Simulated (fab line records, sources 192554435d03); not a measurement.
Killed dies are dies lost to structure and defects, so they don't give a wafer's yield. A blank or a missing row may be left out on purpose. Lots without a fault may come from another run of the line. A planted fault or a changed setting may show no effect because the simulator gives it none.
A struck lot beside a sound one | flow n5_finfet | 15 steps out of a route of 1938
Sound: wafers L523.1, L523.3, L523.4. Struck: wafers L537.2, L537.5, L537.6. The cause comes at the end.
At each step with rows: each side's tool, then ch and its chambers, then its first start. Under that, the readings that differ: sound wafers | struck wafers | difference of the means | sigmas: that difference in standard deviations of wafers without a fault.
alike: readings whose means differ by less than 2 such deviations, and words and numbers that are the same on both sides. not compared: withheld readings, readings that some wafer has no value for, bounds like >300 that may hide the same value, and numbers for which the record gives no deviation and whose values overlap.
The two part at a step that has a row with sigmas, a row that says differs or no value, or rows on one side only. Numbers that don't overlap but have no deviation are shown without sigmas and don't part them. A reading that every wafer of one side lacks parts them only if that side has two wafers or more.

N5_BEOL_M15_STRIP_36: strips in O2.
  sound on rie_diel-06 ch 0,1,3, day 11 21:01; struck on rie_diel-01 ch 0,1,3, day 15 11:44
  alike: drypump_motor_current_A, o2_flow_sccm, oes_product_au, rf_vpp_V, showerhead_plenum_p_Torr, throttle_valve_pct
  not compared: rf_hours_counter_h
then, 2 steps without rows for these wafers: N5_BEOL_M15_STRIP_62 (strips in O2); N5_BEOL_M15_STRIP_37 (strips in O2).
N5_BEOL_M15_ETCH_38: etches SiCN in CF4/N2, target depth 106.4 nm, time 120.5 s.
  sound on rie_diel-06 ch 0,1,3; struck on rie_diel-01 ch 0,1,3
  alike: drypump_motor_current_A, oes_product_au, rf_vpp_V, showerhead_plenum_p_Torr, throttle_valve_pct
  not compared: rf_hours_counter_h
then, 2 steps without rows for these wafers: N5_BEOL_M15_PRECLEAN_39 (cleans in residue remover, time 60 s); N5_BEOL_M15_SRD_40 (time 30 s, dry time 30 s).
N5_BEOL_M15_DEGAS_41: time 60 s.
  sound on pvd_sputter-02, day 11 21:42; struck on pvd_sputter-03, day 15 12:11
  alike: heater_power_w, susceptor_temp_C
N5_BEOL_M15_PRE_CLEAN_42: time 30 s.
  sound on pvd_sputter-02, day 11 21:44; struck on pvd_sputter-03, day 15 12:14
  alike: heater_power_w, susceptor_temp_C
N5_BEOL_M15_SPUTTER_43: material TaN, target thk 15 nm, time 24.19 s.
  sound on pvd_sputter-02, day 11 21:47; struck on pvd_sputter-03, day 15 12:16
  alike: cathode_dc_power_W, susceptor_temp_C, throttle_valve_pct
then, 3 steps without rows for these wafers: N5_BEOL_M15_SPUTTER_44 (material Ta, target thk 15 nm, time 24.19 s); N5_BEOL_M15_SPUTTER_45 (material Cu, target thk 100 nm, time 16.67 s); N5_BEOL_M15_ECD_47 (material Cu, target thk 1860 nm).
N5_BEOL_M15_ANNEAL_48: time 90 s.
  sound on rtp_anneal-02 ch 0, day 11 22:19; struck on rtp_anneal-02 ch 0, day 15 12:50
  reading          | sound                | struck               | difference | sigmas
  wafer_temp_C_max | 226.47 226.56 226.46 | 244.55 244.31 244.42 | +17.93     | +82
then, 1 step without rows for these wafers: N5_BEOL_M15_CMP_49 (polishes, stops on SiO2, t overpolish 4.9 s, target thk 850 nm).
N5_PASSIVATION_PROBE_49:
  sound on prober-02, day 12 13:09; struck on prober-02, day 16 04:32
  reading             | sound    | struck   | difference | sigmas
  killed_at_M0_to_M3  | 28 25 12 | 52 32 64 | +28        | +3
  killed_at_front_end | 80 66 59 | 39 33 38 | -32        | -2
  alike: defect_limited_yield, killed_at_M4_up, killed_at_contacts, killed_at_other, killed_dies, killed_open, killed_short, sort_bin_4_leakage, sort_bin_5_function, sort_bin_6_memory, sort_bin_8_speed, sort_n_pass, sort_yield_pct

WHERE THEY PART
First at N5_BEOL_M15_ANNEAL_48; last, within this record, at N5_PASSIVATION_PROBE_49.

WHY: what the simulator had put in
Process parameter drift: rtp_anneal-02, from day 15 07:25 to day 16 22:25, at N5_BEOL_M15_ANNEAL_48. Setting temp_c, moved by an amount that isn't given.
